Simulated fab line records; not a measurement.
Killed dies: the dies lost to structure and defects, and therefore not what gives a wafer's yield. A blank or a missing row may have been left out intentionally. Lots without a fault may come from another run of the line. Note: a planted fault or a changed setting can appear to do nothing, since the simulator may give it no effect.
fab line records	flow nandHarc
record: lots: 12	wafers: 36	lastDay: 25
route steps=1159 shown P_GATE@149 END@1159
lots untouched by any fault: they come from a run of this same line in which no faults occurred
startH: hours from the record's first day to the start of the lot's first wafer shown	waitH: hours since the lot's step before	" as in the row above	L1.1+2: a row that stands for several wafers	- value missing, or start not given	* or withheld: withheld	< > ~ a bound
route shown NAME@n: NAME is a module with steps in the file, n the number in the route of the first one	usual: the fault-free wafers' mean and standard deviation	same: alike in all rows	chamber/n: place in a boat	sites: per-site readings	_std_site: the standard deviation of these	_edge_site: outer sites' mean less inner sites'	radiusMm: for every site, how far away it sits from the centre of the wafer	mask NAME#n: copy n	behind: the last tool/chamber to shape the wafer	hold: what put the lot on hold/how long, in hours/how the hold closed	device: whichever transistor did not switch (one of n, p or np)	end of line: at the end of the route, the tests of the same wafers	step lacking rows: just its recipe	killed: count of dies lost to structure and defects at first sort (not the wafer's yield)	map: the dies of a wafer, with x for killed, . for not killed, _ for no die there
set.NAME: setting as actually run; set.NAME@STEP: the setting as run at that earlier step	model.NAME: the simulator's own value behind a step, which no gauge read
steps of the route over a sample of lots; a table a step, a row a wafer
services: from which hour (startH, from the record's first day; less than 0 if before it) a tool's chamber was out of use, for how many hours, and why
== steps ==
step: NHARC_P_GATE_ETCH_32
recipe: targetDepthA: 1500	overEtchFrac: 1	overEtchIonEnergyEv: 40	timeS: 100.1	hbrFlowSccm: 150	cl2FlowSccm: 50	rfW: 400	icpW: 400	biasW: 100	chemistry: HBr/Cl2
usual: drypumpMotorCurrentA: 5.6/0.45	oesProductAu: 0.996/0.0092	throttleValvePct: 26.406/0.0097
lot.wafer	tool	chamber	startH	waitH	drypumpMotorCurrentA	oesProductAu	rfHoursCounterH	throttleValvePct
L150.1	rieSi-04	1	108.39	-	6.4	1.014	0.0	26.409
L150.6	"	2	"	"	5.7	0.990	-	26.410
L150.5	"	3	"	"	6.4	0.982	-	26.399
L151.1	rieSi-02	1	109.93	-	5.6	0.988	0.6	26.389
L151.3	"	3	"	"	5.5	1.002	0.5	26.404
L151.6	"	1	"	"	5.5	0.989	-	26.424
L153.1	rieSi-02	3	115.01	-	5.5	1.005	0.6	26.392
L153.4	"	0	"	"	6.0	1.001	0.6	26.386
L153.6	"	2	"	"	5.3	0.996	-	26.406
L152.3	rieSi-04	3	115.48	-	6.4	0.975	0.1	26.399
L152.4	"	0	"	"	5.5	0.987	0.1	26.402
L152.5	"	1	"	"	6.4	1.000	-	26.390
L156.2	rieSi-06	2	132.96	-	5.1	0.995	1.1	26.402
L156.3	"	0	"	"	5.6	1.013	0.8	26.399
L156.5	"	1	"	"	4.8	0.999	-	26.404
L154.1	rieSi-02	0	133.56	-	6.0	1.011	0.8	26.417
L154.6	"	1	"	"	5.5	1.000	-	26.409
L154.5	"	2	"	"	5.3	0.995	-	26.422
L157.2	rieSi-02	0	144.16	-	6.0	0.986	0.9	26.409
L157.3	"	3	"	"	5.5	1.006	0.8	26.393
L157.5	"	0	"	"	6.0	1.001	-	26.405
L158.4	rieSi-06	1	144.16	-	4.8	0.983	1.3	26.410
L158.1	"	3	"	"	5.9	0.990	1.0	26.403
L158.6	"	0	"	"	5.6	1.000	-	26.407
L159.2	rieSi-06	1	169.11	-	4.8	0.982	1.5	26.416
L159.3	"	0	"	"	5.6	1.019	1.2	26.414
L159.6	"	1	"	"	4.8	1.001	-	26.401
L167.4	rieSi-02	1	199.18	-	5.5	1.002	1.7	26.396
L167.6	"	2	"	"	5.3	0.983	-	26.416
L167.5	"	3	"	"	5.5	1.008	-	26.401
L166.4	rieSi-04	1	200.46	-	6.4	0.990	0.8	26.424
L166.2	"	2	"	"	5.7	0.998	1.0	26.403
L166.5	"	1	"	"	6.4	0.995	-	26.410
L170.3	rieSi-04	3	223.76	-	6.4	0.989	1.2	26.389
L170.6	"	2	"	"	5.7	0.993	-	26.400
L170.5	"	3	"	"	6.4	1.002	-	26.402
step: NHARC_P_GATE_DESCUM_48
recipe: timeS: 3	o2FlowSccm: 200	arFlowSccm: 0	biasPowerW: 0	chemistry: O2
usual: drypumpMotorCurrentA: 5.6/0.36	oesProductAu: 0.995/0.0097	rfVppV: 58.1/0.86	showerheadPlenumPTorr: 1.95/0.049	throttleValvePct: 11.311/0.0091
same: biasPowerW: 0
lot.wafer	tool	chamber	startH	waitH	drypumpMotorCurrentA	oesProductAu	rfHoursCounterH	rfVppV	showerheadPlenumPTorr	throttleValvePct
L150.1	rieDiel-02	2	120.05	-	6.1	0.976	26	56.5	1.88	11.311
L150.6	"	3	"	"	5.1	0.987	-	58.7	1.97	11.313
L150.5	"	0	"	"	5.5	0.994	-	56.7	1.93	11.328
L151.3	rieDiel-08	1	121.46	-	5.7	0.996	59	57.8	2.04	11.303
L151.1	"	2	"	"	5.5	0.991	55	59.1	2.03	11.313
L151.6	"	1	"	"	5.7	0.993	-	57.3	2.04	11.310
L153.4	rieDiel-02	1	126.40	-	5.5	1.003	27	59.3	2.01	11.307
L153.1	"	2	"	"	6.2	0.984	28	58.3	1.88	11.316
L153.6	"	0	"	"	5.5	1.006	-	59.2	1.93	11.295
L152.3	rieDiel-04	2	126.80	-	6.2	0.985	2	58.0	1.94	11.302
L152.4	"	3	"	"	5.7	1.009	1	58.3	1.92	11.326
L152.5	"	0	"	"	5.6	0.995	-	58.6	1.96	11.313
L156.2	rieDiel-02	1	144.42	-	5.5	0.997	29	58.0	2.01	11.327
L156.3	"	2	"	"	6.1	0.967	31	56.8	1.88	11.307
L156.5	"	0	"	"	5.5	0.998	-	56.8	1.92	11.321
L154.1	rieDiel-02	2	145.03	-	6.1	0.982	31	57.9	1.88	11.303
L154.5	"	1	"	"	5.5	0.994	-	57.5	2.01	11.312
L154.6	"	2	"	"	6.1	0.975	-	56.8	1.88	11.306
L157.2	rieDiel-04	0	155.63	-	5.5	0.999	11	58.3	1.95	11.310
L157.3	"	1	"	"	5.6	1.000	13	59.3	1.99	11.310
L157.5	"	3	"	"	5.8	0.984	-	58.1	1.91	11.295
L158.1	rieDiel-04	0	155.80	-	5.6	1.003	11	58.2	1.95	11.308
L158.4	"	1	"	"	5.7	1.011	13	57.6	1.99	11.316
L158.6	"	0	"	"	5.5	1.003	-	56.3	1.95	11.310
L159.3	rieDiel-08	2	180.82	-	5.5	1.003	19	58.3	2.03	11.306
L159.2	"	3	"	"	6.2	0.997	16	57.9	2.00	11.312
L159.6	"	0	"	"	5.2	1.018	-	58.0	1.89	11.320
L167.4	rieDiel-02	2	210.65	-	6.1	0.988	9	58.2	1.88	11.303
L167.5	"	1	"	"	5.5	1.000	-	59.6	2.01	11.314
L167.6	"	2	"	"	6.2	0.975	-	58.8	1.88	11.327
L166.2	rieDiel-02	0	211.78	-	5.5	0.986	9	57.9	1.92	11.316
L166.4	"	2	"	"	6.2	0.983	10	57.1	1.88	11.301
L166.5	"	0	"	"	5.5	0.981	-	57.2	1.92	11.310
L170.3	rieDiel-02	3	235.11	-	5.1	1.002	12	57.8	1.97	11.303
L170.5	"	3	"	"	5.1	1.009	-	57.0	1.97	11.319
L170.6	"	0	"	"	5.5	0.984	-	59.0	1.92	11.327
step: NHARC_P_GATE_PEB_57
recipe: pebTempC: 118	pebTimeS: 85
usual: heaterPowerTotalW: 163.99/0.27	plateTempC: 118.00/0.16	resistLineTempC: 23.00/0.12
lot.wafer	tool	chamber	startH	waitH	heaterPowerTotalW	plateTempC	resistLineTempC
L150.1	lithoTrack-02	0	121.53	0.1	164.06	118.03	22.93
L150.5	"	0	"	"	163.92	118.24	22.89
L150.6	"	0	"	"	163.72	118.22	22.81
L151.1	lithoTrack-05	0	122.83	0.1	163.69	117.98	23.01
L151.3	"	0	"	"	164.25	117.75	23.33
L151.6	"	0	"	"	163.72	117.81	23.11
L153.1	lithoTrack-05	0	127.90	0.1	164.27	117.88	23.05
L153.4	"	0	"	"	164.40	117.74	23.04
L153.6	"	0	"	"	164.07	117.50	23.07
L152.3	lithoTrack-02	0	128.15	0.1	164.28	118.05	23.08
L152.4	"	0	"	"	163.74	117.95	22.98
L152.5	"	0	"	"	163.79	118.01	23.04
L156.2	lithoTrack-07	0	145.90	0.1	163.71	118.04	22.99
L156.3	"	0	"	"	164.32	118.02	22.96
L156.5	"	0	"	"	164.37	117.97	22.86
L154.1	lithoTrack-07	0	146.42	0.1	164.44	118.19	23.08
L154.5	"	0	"	"	163.71	118.05	22.96
L154.6	"	0	"	"	164.36	118.14	22.99
L157.2	lithoTrack-07	0	156.99	0.1	163.77	118.00	23.03
L157.3	"	0	"	"	163.68	118.09	23.04
L157.5	"	0	"	"	163.81	118.01	22.91
L158.1	lithoTrack-02	0	157.48	0.1	164.29	118.09	23.06
L158.4	"	0	"	"	163.95	118.19	22.98
L158.6	"	0	"	"	164.19	118.20	23.02
L159.2	lithoTrack-02	0	182.39	0.1	163.77	118.05	22.98
L159.3	"	0	"	"	164.41	118.09	22.82
L159.6	"	0	"	"	163.60	118.18	22.93
L167.4	lithoTrack-05	0	212.15	0.0	133.11	101.38	22.94
L167.5	"	0	"	"	133.04	101.26	23.09
L167.6	"	0	"	"	133.33	101.23	22.91
L166.2	lithoTrack-05	0	213.22	0.1	133.18	101.17	22.86
L166.4	"	0	"	"	133.41	101.28	22.73
L166.5	"	0	"	"	133.25	101.04	22.92
L170.3	lithoTrack-02	0	236.61	0.0	163.87	118.16	22.94
L170.5	"	0	"	"	163.65	118.12	22.94
L170.6	"	0	"	"	163.95	118.06	22.79
step: NHARC_P_GATE_CD_MEAS_59
recipe: targetCdNm: 720	landingEnergyEv: 500
usual: cdNm: 719.5/2
lot.wafer	tool	chamber	startH	waitH	cdNm
L150.1	cdSem-02	0	121.62	-	719.6
L150.5	"	0	"	"	716.7
L150.6	"	0	"	"	718.4
L151.1	cdSem-01	0	122.92	-	719.6
L151.3	"	0	"	"	723.9
L151.6	"	0	"	"	722.5
L153.1	cdSem-01	0	127.99	-	719.7
L153.4	"	0	"	"	722.2
L153.6	"	0	"	"	721.2
L152.3	cdSem-02	0	128.24	-	718.9
L152.4	"	0	"	"	720.4
L152.5	"	0	"	"	719.6
L156.2	cdSem-03	0	145.99	-	719.5
L156.3	"	0	"	"	718.2
L156.5	"	0	"	"	722.4
L154.1	cdSem-03	0	146.51	-	720.0
L154.5	"	0	"	"	722.4
L154.6	"	0	"	"	723.4
L157.2	cdSem-02	0	157.09	-	719.4
L157.3	"	0	"	"	719.1
L157.5	"	0	"	"	723.5
L158.1	cdSem-02	0	157.57	-	720.0
L158.4	"	0	"	"	721.1
L158.6	"	0	"	"	717.0
L159.2	cdSem-03	0	182.48	-	714.8
L159.3	"	0	"	"	715.1
L159.6	"	0	"	"	717.9
L167.4	cdSem-01	0	212.25	-	645.9
L167.5	"	0	"	"	646.3
L167.6	"	0	"	"	651.9
L166.2	cdSem-02	0	213.31	-	649.9
L166.4	"	0	"	"	649.4
L166.5	"	0	"	"	647.3
L170.3	cdSem-01	0	236.70	-	719.6
L170.5	"	0	"	"	719.7
L170.6	"	0	"	"	718.7
step: NHARC_P_GATE_STRIP_76
recipe: powerW: 1500	tempC: 250	chemistry: O2
usual: drypumpMotorCurrentA: 5.70/0.22	heaterPowerW: 320/45
lot.wafer	tool	chamber	startH	waitH	drypumpMotorCurrentA	heaterPowerW	rfHoursCounterH
L150.1	plasmaAsher-02	1	122.45	0.2	5.90	333	35
L150.5	"	1	"	"	5.85	339	-
L150.6	"	0	"	"	5.94	244	-
L151.1	plasmaAsher-02	1	123.71	0.2	5.85	335	36
L151.3	"	0	"	"	5.92	245	-
L151.6	"	0	"	"	5.93	245	-
L153.1	plasmaAsher-01	1	128.78	0.2	5.42	326	8
L153.4	"	0	"	"	5.70	381	-
L153.6	"	1	"	"	5.41	327	-
L152.4	plasmaAsher-02	1	129.05	0.2	5.86	340	-
L152.3	"	0	"	"	5.93	241	-
L152.5	"	1	"	"	5.86	340	-
L156.2	plasmaAsher-01	0	146.77	0.2	5.72	372	13
L156.3	"	1	"	"	5.36	332	-
L156.5	"	1	"	"	5.40	323	-
L154.1	plasmaAsher-02	0	147.32	0.2	5.95	244	44
L154.6	"	1	"	"	5.87	338	-
L154.5	"	0	"	"	5.94	242	-
L157.2	plasmaAsher-01	0	157.88	0.2	5.67	378	17
L157.3	"	1	"	"	5.38	326	-
L157.5	"	0	"	"	5.71	358	-
L158.1	plasmaAsher-02	0	158.39	0.2	5.93	240	47
L158.4	"	0	"	"	5.93	238	-
L158.6	"	0	"	"	5.93	241	-
L159.2	plasmaAsher-01	1	183.28	0.2	5.38	318	25
L159.3	"	1	"	"	5.38	326	-
L159.6	"	0	"	"	5.68	362	-
L167.4	plasmaAsher-01	0	213.06	0.2	5.68	372	-
L167.5	"	0	"	"	5.64	370	-
L167.6	"	1	"	"	5.34	321	-
L166.2	plasmaAsher-01	1	214.10	0.2	5.39	324	40
L166.4	"	0	"	"	5.67	373	-
L166.5	"	1	"	"	5.37	331	-
L170.3	plasmaAsher-01	0	237.52	0.1	5.74	370	-
L170.6	"	1	"	"	5.37	324	-
L170.5	"	0	"	"	5.71	360	-
step: NHARC_END_SORT_01
recipe: tempC: 25
usual: killedAtArray: 28/8.6	killedAtOther: 0.7/1.2	killedAtPeriphery: 3.1/2.3	killedDies: 32/8.7	killedOpen: 3.2/1.7	killedShort: 2.0/1.5
same: grossDies: 677
lot.wafer	tool	chamber	startH	waitH	killedAtArray	killedAtOther	killedAtPeriphery	killedDies	killedOpen	killedShort
L159.2	prober-01	0	509.39	2.8	39	0	1	40	3	1
L159.3	prober-01	0	510.19	3.1	33	0	0	33	1	0
L159.6	prober-01	0	512.61	4.0	48	0	3	51	2	3
L167.4	prober-02	0	548.75	3.4	23	0	9	32	3	4
L167.5	prober-02	0	549.55	3.7	16	0	7	23	2	2
L167.6	prober-02	0	550.35	4.0	21	0	13	34	2	2
L166.2	prober-02	0	554.92	2.8	31	0	11	42	1	0
L166.4	prober-02	0	556.55	3.4	28	0	9	37	3	1
L166.5	prober-02	0	557.36	3.7	34	0	5	39	4	2
killed by level:class
L159.2 A_CHANNEL_HOLE_D1:chamberFilmFlake=15 A_SLIT:chamberFilmFlake=11 A_WL_FILL:chamberFilmFlake=5 A_STAIRCASE:chamberFilmFlake=2 A_SGD_CUT:chamberFilmFlake=2 P_M0:geometricParticle:open=1 A_SOURCE_PLATE:geometricParticle:short=1 A_ONON_D1:geometricParticle:open=1
L159.3 A_CHANNEL_HOLE_D1:chamberFilmFlake=12 A_SLIT:chamberFilmFlake=11 A_STAIRCASE:chamberFilmFlake=4 A_WL_FILL:chamberFilmFlake=3 A_SGD_CUT:chamberFilmFlake=2 A_CONTACT:geometricParticle:open=1
L159.6 A_CHANNEL_HOLE_D1:chamberFilmFlake=19 A_SLIT:chamberFilmFlake=15 A_WL_FILL:chamberFilmFlake=5 A_SGD_CUT:chamberFilmFlake=3 A_CHANNEL_FILL_D1:chamberFilmFlake=2 P_ZERO_WELL:geometricParticle:short=1 P_GATE:geometricParticle:open=1 A_SOURCE_PLATE:geometricParticle:open=1
L167.4 A_CHANNEL_HOLE_D1:chamberFilmFlake=9 A_CONTACT:chamberFilmFlake=5 P_GATE:areaPeb=5 P_ZERO_WELL:chamberFilmFlake=3 A_ONON_D1:geometricParticle:short=1 A_CHANNEL_HOLE_D1:geometricParticle:short=1 A_CHANNEL_FILL_D1:geometricParticle:short=1 A_SGD_CUT:geometricParticle:open=1
L167.5 A_CHANNEL_HOLE_D1:chamberFilmFlake=8 A_CONTACT:chamberFilmFlake=6 P_GATE:areaPeb=3 P_ZERO_WELL:chamberFilmFlake=2 P_CONTACT:geometricParticle:open=1 P_CONTACT:geometricParticle:short=1 A_BLC:geometricParticle:open=1 A_M0:geometricParticle:short=1
L167.6 A_CONTACT:chamberFilmFlake=9 A_CHANNEL_HOLE_D1:chamberFilmFlake=7 P_GATE:areaPeb=7 P_STI:chamberFilmFlake=3 A_CONTACT:geometricParticle:open=2 P_M1:geometricParticle:short=1 P_M2:geometricParticle:short=1 P_ZERO_WELL:chamberFilmFlake=1
L166.2 A_CHANNEL_HOLE_D1:chamberFilmFlake=21 P_GATE:areaPeb=8 A_STAIRCASE:chamberFilmFlake=4 P_ZERO_WELL:chamberFilmFlake=2 A_CONTACT:chamberFilmFlake=2 A_BONDPAD:chamberFilmFlake=2 A_CONTACT:geometricParticle:open=1 P_GATE:chamberFilmFlake=1
L166.4 A_CHANNEL_HOLE_D1:chamberFilmFlake=19 P_GATE:areaPeb=5 P_ZERO_WELL:chamberFilmFlake=2 A_CONTACT:chamberFilmFlake=2 A_BONDPAD:chamberFilmFlake=2 P_CONTACT:geometricParticle:open=1 P_M2:geometricParticle:open=1 A_ONON_D1:geometricParticle:short=1
L166.5 A_CHANNEL_HOLE_D1:chamberFilmFlake=22 A_CONTACT:chamberFilmFlake=3 A_CONTACT:geometricParticle:open=2 P_ZERO_WELL:chamberFilmFlake=2 A_STAIRCASE:chamberFilmFlake=2 P_GATE:areaPeb=2 P_CONTACT:geometricParticle:open=1 A_ONON_D1:geometricParticle:short=1
== services ==
tool	chamber	startH	hours	kind
rieDiel-02	3	93.50	17.5	repair
rieSi-04	-	99.00	9.0	pm
plasmaAsher-01	-	99.33	9.0	pm
plasmaAsher-01	0	99.33	9.0	ventCycle
plasmaAsher-01	1	99.33	9.0	ventCycle
rieDiel-02	0	105.52	-	clean
rieDiel-02	1	105.52	-	clean
rieDiel-04	-	111.92	9.0	pm
rieSi-04	-	119.45	0.2	repair
rieDiel-08	-	124.82	9.0	pm
rieDiel-08	1	137.29	2.1	repair
rieDiel-02	-	140.44	1.9	repair
rieSi-04	2	140.59	3.7	repair
rieDiel-02	-	150.83	9.0	pm
lithoTrack-02	-	165.00	7.0	pm
rieDiel-04	3	173.13	4.1	repair
rieDiel-08	1	174.15	12.8	repair
rieSi-06	-	183.00	9.0	pm
plasmaAsher-02	-	183.04	9.0	pm
rieDiel-04	2	185.68	6.1	repair
lithoTrack-07	-	189.00	7.0	pm
rieSi-04	2	202.32	3.9	repair
rieSi-02	-	211.00	9.0	pm
lithoTrack-05	-	237.00	7.0	pm
== key ==
firstSign: step: NHARC_P_GATE_PEB_57	reading: heaterPowerTotalW	direction: down	sigmas: 99+	usual: *	struck: *
effect: step: NHARC_P_GATE_PEB_57	reading: plateTempC	direction: down	sigmas: 99+	usual: *	struck: *
effect: step: NHARC_P_GATE_CD_MEAS_59	reading: cdNm	direction: down	sigmas: 36	usual: 719.5	struck: 648.5
effect: step: NHARC_END_SORT_01	reading: killedAtPeriphery	direction: up	sigmas: 2.5	usual: 3.1	struck: 9	wafersMoved: 4
metAt NHARC_P_GATE_PEB_57
struckLots L166,L167
testerLeftOut L166,L167
notActingAt NHARC_P_GATE_ETCH_32,NHARC_P_GATE_DESCUM_48,NHARC_P_GATE_STRIP_76
onsetBetween 127.90 212.15
fault: kind: processParameterDrift	tool: lithoTrack-05	chamber: -	onsetH: 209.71	steps: NHARC_P_GATE_PEB_57	channel: pebTempC	offset: *	shape: step	endH: 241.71	actsIn: *	stated: *
testerLeftOut: of these lots the tester's yield and bins aren't shown, on N5 and GAA mostly nor the transistor test; their killed dies are dies lost to structure and defects alone, not to doping, threshold or leakage, so they don't give the yield
